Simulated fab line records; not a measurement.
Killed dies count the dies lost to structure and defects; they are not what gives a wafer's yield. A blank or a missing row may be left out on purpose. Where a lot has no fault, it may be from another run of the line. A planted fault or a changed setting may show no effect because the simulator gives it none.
A lot that was struck, set against a sound lot -- flow n5_finfet -- 46 steps out of a route of 1938
Sound: these wafers, L205.2, L205.3, L205.6. Struck: wafer L209.1 (L209.3, L209.5, from the same lot, were not struck and are left out); the cause is given at the end.
At each step with rows: each side's tool, then ch and its chambers, then its first start. Under that, the readings that differ: sound wafers -- struck wafers -- difference of the means -- sigmas: that difference in standard deviations of wafers without a fault.
alike: same words and numbers on both sides, and readings whose means sit less than 2 such deviations apart. not compared: any withheld reading, any reading some wafer has no value for, any bound like >300 that may hide the same value, and any number with overlapping values for which the record gives no deviation.
The two part at a step that has a row with sigmas, a row that says differs or no value, or rows on one side only. Numbers that have no deviation but don't overlap get no sigmas and don't part them. A reading missing from all wafers of one side parts the sides only when that side holds two or more wafers.

first, 2 steps without rows for these wafers: N5_STI_FIN_REVEAL_PRECLEAN_18 (cleans in SC2, time 45 s); N5_STI_FIN_REVEAL_SRD_28 (time 30 s).
N5_STI_FIN_REVEAL_INSPECT_13: inspects for defects (darkfield).
  sound on defect_inspect-02, day 2 14:37; struck on defect_inspect-02, day 3 16:03
  alike: raw_defect_count
then, 6 steps without rows for these wafers: N5_DUMMY_GATE_PRECLEAN_00 (cleans in O3/DIW, time 60 s); N5_DUMMY_GATE_SRD_01 (time 30 s); N5_DUMMY_GATE_ALD_02 (deposits SiO2, target thk 2 nm, pulse time 1 s); N5_DUMMY_GATE_CVD_03 (deposits a-Si from SiH4, target thk 150 nm, time 8042 s); N5_DUMMY_GATE_PRECLEAN_46 (cleans in DIW, time 89.5 s); N5_DUMMY_GATE_SRD_47 (dry time 32 s).
N5_DUMMY_GATE_CMP_04: polishes a-Si.
  sound on cmp-03 ch 2,3, day 2 18:33; struck on cmp-01 ch 2, day 3 20:08
reading,sound,struck,difference,sigmas
time_to_endpoint_s (s),16.1 15.9 16.4,11.1,-5.0,-3
  alike: motor_current_A
  not compared: pad_life_wafers
N5_DUMMY_GATE_THK_MEAS_05:
  sound on film_metro-01, day 2 18:47; struck on film_metro-01, day 3 20:23
  alike: thk_nm
then, 1 step without rows for these wafers: N5_DUMMY_GATE_HM_DEP_06 (deposits SiNx from DCS/NH3, target thk 80 nm, time 5141 s).
N5_DUMMY_GATE_PECVD_30: deposits SiO2 from TEOS/O2, target thk 55 nm, time 10.8 s.
  sound on pecvd-01 ch 1, day 2 22:46; struck on pecvd-03 ch 0, day 4 00:21
  alike: chamber_pressure_Torr
then, 9 steps without rows for these wafers: N5_DUMMY_GATE_COAT_34 (time 60 s, resist thk 60 nm); N5_DUMMY_GATE_COAT_35 (time 60 s, resist thk 10 nm); N5_DUMMY_GATE_COAT_28 (time 60 s, resist thk 10 nm); N5_DUMMY_GATE_COAT_09 (resist thk 30 nm); N5_DUMMY_GATE_EBR_11; N5_DUMMY_GATE_SOFTBAKE_10 (time 60 s); N5_DUMMY_GATE_EXPOSE_12 (exposes mask GATE, target cd 25 nm); N5_DUMMY_GATE_PEB_13 (peb time 60 s); N5_DUMMY_GATE_DEVELOP_14 (develop time 30 s).
N5_DUMMY_GATE_CD_MEAS_15: the cd target is 25.8 nm.
  sound on cd_sem-01 ch 0, day 2 23:06; struck on cd_sem-03 ch 0, day 4 00:40
  alike: cd_nm
N5_DUMMY_GATE_OVL_MEAS_16:
  sound on overlay-01 ch 0, day 2 23:08; struck on overlay-01 ch 0, day 4 00:43
  alike: GATE_OVL
N5_DUMMY_GATE_INSPECT_17: inspects for defects (brightfield).
  sound on defect_inspect-01, day 2 23:12; struck on defect_inspect-02, day 4 00:46
  alike: raw_defect_count
then, 7 steps without rows for these wafers: N5_DUMMY_GATE_DESCUM_20 (chemistry O2, time 6.2 s); N5_DUMMY_GATE_ETCH_29 (etches underlayer in N2/H2, target depth 13 nm); N5_DUMMY_GATE_ETCH_36 (etches SiARC in CF4, target depth 13 nm); N5_DUMMY_GATE_ETCH_37 (etches SOC in N2/H2, target depth 60 nm, overetch 30 nm); N5_DUMMY_GATE_STRIP_38 (strips in N2/H2); N5_DUMMY_GATE_STRIP_39 (strips in N2/H2); N5_DUMMY_GATE_TRIM_49 (chemistry O2, time 29 s, target cd 14 nm).
N5_DUMMY_GATE_STRIP_40: strips in CF4.
  sound on rie_diel-03 ch 0,2, day 2 23:46; struck on rie_diel-02 ch 1, day 4 01:41
  alike: drypump_motor_current_A, oes_product_au, power_w, rf_vpp_V, showerhead_plenum_p_Torr, throttle_valve_pct
  not compared: rf_hours_counter_h
N5_DUMMY_GATE_CD_MEAS_50: the cd target is 14 nm.
  sound on cd_sem-02, day 2 23:50; struck on cd_sem-03, day 4 01:44
reading,sound,struck,difference,sigmas
cd_nm (nm),14.4 14.5 14.4,13.6,-0.8,-3
then, 3 steps without rows for these wafers: N5_DUMMY_GATE_ETCH_31 (etches SiO2 in C4F6/O2, target depth 82.5 nm, time 27.5 s); N5_DUMMY_GATE_STRIP_41 (strips in O2); N5_DUMMY_GATE_HM_OPEN_21 (chemistry CH3F/O2, target SiNx, target depth 120 nm, time 171.4 s).
N5_DUMMY_GATE_ETCH_32: etches SiO2 in CF4, target depth 3.5 nm, time 3.9 s.
  sound on rie_si-03 ch 0,3, day 3 00:09; struck on rie_si-03 ch 3, day 4 02:02
  alike: drypump_motor_current_A, oes_product_au, throttle_valve_pct
  not compared: rf_hours_counter_h
then, 1 step without rows for these wafers: N5_DUMMY_GATE_ETCH_23 (etches poly-Si in HBr/Cl2/O2, target depth 41 nm, time 22.3 s).
N5_DUMMY_GATE_ETCH_44: etches poly-Si in HBr/O2, stops on SiO2, target depth 127.5 nm.
  sound on rie_si-03 ch 0,3, day 3 00:14; struck on rie_si-03 ch 3, day 4 02:07
  alike: HBr_flow_sccm, O2_flow_sccm, drypump_motor_current_A, oes_product_au, throttle_valve_pct
  not compared: rf_hours_counter_h
N5_DUMMY_GATE_CD_MEAS_24: the cd target is 15 nm.
  sound on cd_sem-02, day 3 00:21; struck on cd_sem-03, day 4 02:14
  alike: cd_nm
N5_DUMMY_GATE_ETCH_42: etches SiO2 in CHF3/O2, target depth 3.5 nm, time 31 s.
  sound on rie_diel-02 ch 1,2, day 3 00:24; struck on rie_diel-02 ch 0, day 4 02:17
reading,sound,struck,difference,sigmas
throttle_valve_pct (%),18.29 18.62 18.62,18.98,+0.47,+2
  alike: CHF3_flow_sccm, O2_flow_sccm, drypump_motor_current_A, oes_product_au, rf_vpp_V, showerhead_plenum_p_Torr
  not compared: rf_hours_counter_h
N5_SD_EPI_N_INSPECT_11: inspects for defects (macro).
  sound on defect_inspect-01, day 3 01:41; struck on defect_inspect-02, day 4 03:34
reading,sound,struck,difference,sigmas
raw_defect_count,3 6 5,19,+14,+10
N5_SD_EPI_P_INSPECT_11: inspects for defects (macro).
  sound on defect_inspect-01, day 3 06:28; struck on defect_inspect-01, day 4 08:43
reading,sound,struck,difference,sigmas
raw_defect_count,5 2 0,22,+20,+14
-- here the record skips 5 days between the struck wafers' starts before and after, leaving off in module SD_EPI_P and picking up in module BEOL_M4 (first step shown: number 1111 of the route) --
N5_BEOL_M4_RC_MEAS_101:
  sound on prober-02 ch 0, day 7 18:53; struck on prober-01 ch 0, day 8 23:05
reading,sound,struck,difference,sigmas
VT_P (mV),-247 -245 -246,-254,-8,-2
  alike: DIBL_N, DIBL_P, IOFF_N, IOFF_P, ION_N, ION_P, SS_N, SS_P, VT_N
-- a jump in the record: the struck wafers' starts before and after are 4 days apart (it breaks off in module BEOL_M4 and resumes in module PASSIVATION, where the first step shown is number 1936 of the route) --
N5_PASSIVATION_PROBE_49:
  only the struck wafers here have rows in the record (prober-02, day 13 09:35); the sound ones have none

## WHERE THEY PART
At N5_DUMMY_GATE_CMP_04 first; at N5_PASSIVATION_PROBE_49 last (within this record only).

WHY: what had been put in by the simulator
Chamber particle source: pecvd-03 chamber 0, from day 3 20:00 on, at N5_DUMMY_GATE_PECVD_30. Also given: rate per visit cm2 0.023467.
